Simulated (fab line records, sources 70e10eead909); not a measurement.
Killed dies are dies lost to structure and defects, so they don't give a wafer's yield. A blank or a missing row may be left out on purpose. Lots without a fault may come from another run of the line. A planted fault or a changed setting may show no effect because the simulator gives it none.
Which tool did it? | flow nand_harc | 11 lots, 33 wafers sampled, at 4 steps of a route of 1159

WHAT THE GAUGES READ, wafer by wafer
NHARC_P_GATE_CD_MEAS_26: target cd 120 nm.
lot  | measured     | on        | cd_nm (nm)
L561 | day 4 11:19  | cd_sem-03 | 119.7 121.1 120.3
L562 | day 4 21:40  | cd_sem-03 | 119.6 119.4 119.8
L563 | day 5 04:11  | cd_sem-02 | 121.2 120.8 119.7
L565 | day 5 14:58  | cd_sem-01 | 119.7 119.1 120.1
L568 | day 6 15:32  | cd_sem-03 | 120.7 120.1 119.5
L569 | day 6 14:56  | cd_sem-02 | 120.0 119.8 120.3
L571 | day 7 06:33  | cd_sem-03 | 103.6 104.1 104.2
L573 | day 7 20:08  | cd_sem-03 | 119.5 119.4 120.1
L580 | day 9 09:24  | cd_sem-02 | 119.4 119.2 119.8
L581 | day 9 16:13  | cd_sem-01 | 119.5 120.0 119.6
L584 | day 10 07:17 | cd_sem-03 | 119.6 121.2 120.2

WHICH TOOL RAN EACH LOT (tool, then ch and the chambers of the sampled wafers, then the start)
lot  | NHARC_P_STI_DESCUM_14             | NHARC_P_STI_ETCH_15             | NHARC_P_GATE_EXPOSE_23
L561 | rie_diel-10 ch 0,2, day 2 08:04   | rie_si-03 ch 0,1,3, day 2 08:20 | arfi_scanner-01 ch 0, day 4 11:11
L562 | rie_diel-09 ch 0,1, day 2 18:19   | rie_si-05 ch 0,1,3, day 2 18:38 | arfi_scanner-02 ch 0, day 4 21:32
L563 | rie_diel-02 ch 0,1,3, day 2 23:52 | rie_si-01 ch 2,3, day 3 00:08   | arfi_scanner-02 ch 0, day 5 04:03
L565 | rie_diel-09 ch 0,1,3, day 3 11:50 | rie_si-03 ch 0,3, day 3 12:05   | arfi_scanner-02 ch 0, day 5 14:50
L568 | rie_diel-02 ch 1,2, day 4 09:37   | rie_si-01 ch 2,3, day 4 10:01   | arfi_scanner-01 ch 0, day 6 15:24
L569 | rie_diel-02 ch 0,1, day 4 09:50   | rie_si-05 ch 0,2,3, day 4 10:08 | arfi_scanner-01 ch 0, day 6 14:47
L571 | rie_diel-10 ch 2,3, day 5 01:32   | rie_si-01 ch 0,1,2, day 5 01:49 | arfi_scanner-01 ch 0, day 7 06:25
L573 | rie_diel-10 ch 1,2, day 5 11:11   | rie_si-03 ch 0,1,3, day 5 11:29 | arfi_scanner-03 ch 0, day 7 19:59
L580 | rie_diel-09 ch 1,2, day 7 05:14   | rie_si-01 ch 1,2,3, day 7 05:31 | arfi_scanner-01 ch 0, day 9 09:16
L581 | rie_diel-09 ch 1,2, day 7 11:06   | rie_si-01 ch 0,2, day 7 11:22   | arfi_scanner-03 ch 0, day 9 16:04
L584 | rie_diel-10 ch 0,2,3, day 8 02:44 | rie_si-05 ch 2,3, day 8 02:59   | arfi_scanner-03 ch 0, day 10 07:08
- NHARC_P_STI_DESCUM_14: chemistry O2, time 3 s.
- NHARC_P_STI_ETCH_15: etches the open film in HBr/Cl2, target depth 300 nm, time 100.1 s.
- NHARC_P_GATE_EXPOSE_23: exposes mask P GATE, target cd 120 nm.

THE ANSWER, worked out from the rows above alone
Rule: what is usual is taken from the lots themselves. Put in order of their means at a reading, lots are off if they are a third of the lots or fewer, leave a main group of 4 or more, and stand apart from it by a gap of 3 or more times the standard deviation of the main group's means; of several such gaps the widest counts. A main group whose means are all the same, to the digits that the tables above print for the reading, isn't used. A lot without any number at a reading at which 4 lots or more have one is off too. The other lots that the step has rows for count as sound.
Off: L571, at NHARC_P_GATE_CD_MEAS_26 (cd_nm). The main group: mean 119.9 nm, standard deviation 0.36.
A tool fits if, at a process step before that reading, it ran every lot that is off, and no sound lot after the first of them. The gauges at NHARC_P_GATE_CD_MEAS_26 are tried like those tools. None of those tried fits.

WHAT THE SIMULATOR HAD PUT IN
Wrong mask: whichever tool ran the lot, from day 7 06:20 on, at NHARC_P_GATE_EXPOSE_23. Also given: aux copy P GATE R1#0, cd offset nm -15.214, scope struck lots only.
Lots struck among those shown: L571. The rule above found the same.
